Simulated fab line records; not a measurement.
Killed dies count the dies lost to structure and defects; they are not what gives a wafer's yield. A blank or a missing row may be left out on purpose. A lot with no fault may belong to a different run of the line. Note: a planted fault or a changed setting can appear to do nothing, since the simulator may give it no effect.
Lot-split experiment + flow n5-finfet + 39 wafers read across 7 lots, on a route 1938 steps long

## ABOUT THE SPLIT
At N5_GATE_CUT_DESCUM_18 (chemistry O2, time 7 s), the setting time-s was moved away from the recipe's 7 s on 15 of the 39 wafers read, by -57.6% to +58.1%. For the rest of the wafers, this setting stayed at what the recipe calls for.

The split's own step is where the reading is taken.

## THE READING
CAR-EUV_of_GATE_CUT_COAT_07.thk-nm (the simulator's own value, which no gauge read), in nm, at N5_GATE_CUT_DESCUM_18 (chemistry O2, time 7 s). There is no usual value for it anywhere in the file. The 24 wafers here that ran the recipe average 26.0 nm, standard deviation 0.1 nm.

| wafer  | tool, chamber at the split | time-s as run, s | against the recipe | CAR-EUV_of_GATE_CUT_COAT_07.thk-nm, nm | against lot-mates on the recipe |
|--------|----------------------------|------------------|--------------------|----------------------------------------|---------------------------------|
| L074.1 | rie-diel-06, 2,3           | 10.5             | +50.0%             | 24.2                                   | -1.9                            |
| L074.6 | rie-diel-06, 2,3           | 10.5             | +50.0%             | 24.2                                   | -1.9                            |
| L074.2 | rie-diel-06, 1             | 7                | recipe             | 26.2                                   | -                               |
| L074.3 | rie-diel-06, 0             | 7                | recipe             | 26                                     | -                               |
| L074.5 | rie-diel-06, 0             | 7                | recipe             | 26                                     | -                               |
| L074.4 | rie-diel-06, 3             | 10.5             | +50.0%             | 24.4                                   | -1.7                            |
| L078.1 | rie-diel-06, 3,2,1         | 7                | recipe             | 26.2                                   | -                               |
| L078.2 | rie-diel-06, 3,2,1         | 7                | recipe             | 26.2                                   | -                               |
| L078.5 | rie-diel-06, 3,2,1         | 7                | recipe             | 26.2                                   | -                               |
| L078.3 | rie-diel-06, 0             | 11.07            | +58.1%             | 24.2                                   | -2.0                            |
| L078.6 | rie-diel-06, 0             | 11.07            | +58.1%             | 24.2                                   | -2.0                            |
| L078.4 | rie-diel-06, 1             | 11.07            | +58.1%             | 24.4                                   | -1.8                            |
| L079.1 | rie-diel-06, 2,0,0         | 7                | recipe             | 26                                     | -                               |
| L079.2 | rie-diel-06, 2,0,0         | 7                | recipe             | 26                                     | -                               |
| L079.6 | rie-diel-06, 2,0,0         | 7                | recipe             | 26                                     | -                               |
| L079.3 | rie-diel-06, 3             | 9.95             | +42.1%             | 24.6                                   | -1.4                            |
| L079.5 | rie-diel-06, 3             | 9.95             | +42.1%             | 24.6                                   | -1.4                            |
| L079.4 | rie-diel-06, 1             | 9.95             | +42.1%             | 24.8                                   | -1.2                            |
| L081.2 | rie-diel-03, 3,0           | 7                | recipe             | 26.2                                   | -                               |
| L081.6 | rie-diel-03, 3,0           | 7                | recipe             | 26.2                                   | -                               |
| L081.3 | rie-diel-03, 2             | 7                | recipe             | 26                                     | -                               |
| L082.1 | rie-diel-04, 2,0,3,2,3     | 7                | recipe             | 26                                     | -                               |
| L082.3 | rie-diel-04, 2,0,3,2,3     | 7                | recipe             | 26                                     | -                               |
| L082.4 | rie-diel-04, 2,0,3,2,3     | 7                | recipe             | 26                                     | -                               |
| L082.5 | rie-diel-04, 2,0,3,2,3     | 7                | recipe             | 26                                     | -                               |
| L082.6 | rie-diel-04, 2,0,3,2,3     | 7                | recipe             | 26                                     | -                               |
| L082.2 | rie-diel-04, 1             | 7                | recipe             | 25.8                                   | -                               |
| L085.1 | rie-diel-04, 1,0           | 10.78            | +54.0%             | 24                                     | -2.0                            |
| L085.6 | rie-diel-04, 1,0           | 10.78            | +54.0%             | 24                                     | -2.0                            |
| L085.2 | rie-diel-04, 0,2,3         | 7                | recipe             | 26                                     | -                               |
| L085.3 | rie-diel-04, 0,2,3         | 7                | recipe             | 26                                     | -                               |
| L085.5 | rie-diel-04, 0,2,3         | 7                | recipe             | 26                                     | -                               |
| L085.4 | rie-diel-04, 3             | 10.78            | +54.0%             | 24.2                                   | -1.8                            |
| L087.1 | rie-diel-03, 1,3,1         | 7                | recipe             | 26                                     | -                               |
| L087.2 | rie-diel-03, 1,3,1         | 7                | recipe             | 26                                     | -                               |
| L087.4 | rie-diel-03, 1,3,1         | 7                | recipe             | 26                                     | -                               |
| L087.3 | rie-diel-03, 0,3,0         | 2.965            | -57.6%             | 28                                     | +2.0                            |
| L087.5 | rie-diel-03, 0,3,0         | 2.965            | -57.6%             | 28                                     | +2.0                            |
| L087.6 | rie-diel-03, 0,3,0         | 2.965            | -57.6%             | 28                                     | +2.0                            |
Where a row lists several chambers, the file gives one row for several wafers and doesn't say which wafer went through which chamber.

FIT RESULTS
A straight line over all 39 wafers: CAR-EUV_of_GATE_CUT_COAT_07.thk-nm changes by -0.0338 nm for each +1% of time-s; r = -0.99; the points scatter about the line by 0.12 nm.
The same after taking each lot's own level away (the mean of its wafers on the recipe; 39 wafers): -0.0345 nm for each +1%; r = -1.00; scatter 0.088 nm.
Per that fit: largest time-s move, reading shift of 2 nm.
Measured against the standard deviation above, the lots' own levels, which go from 25.97 to 26.20 nm, span 2.3 times it.
Hence the lot-to-lot level has little effect on the slope; both slopes agree.
Check: with one of the wafers moved furthest among these (+58.1%) left out of the fit, the line predicts -2 nm for it against its lot-mates. Against them it came out at -2 nm.

## FURTHER SPLITS ON THESE WAFERS
Before the reading, these wafers also passed through other splits. Each is held against what the fit with the lots' levels taken away leaves over:
| other split on the same wafers        | wafers away from the commonest value | r with CAR-EUV_of_GATE_CUT_COAT_07.thk-nm (lot level and that fit taken away) |
|---------------------------------------|--------------------------------------|-------------------------------------------------------------------------------|
| N5_FIN_CUT_CUT_ETCH_15 target-depth-a | 12                                   | +0.02                                                                         |
| N5_HKMG_FIN_HK_ALD_01 ald-cycles      | 18                                   | -0.41                                                                         |

## FILE'S OWN FIT
CAR-EUV_of_GATE_CUT_COAT_07.thk-nm changes by -0.0344 nm for each +1% of time-s, r = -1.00.
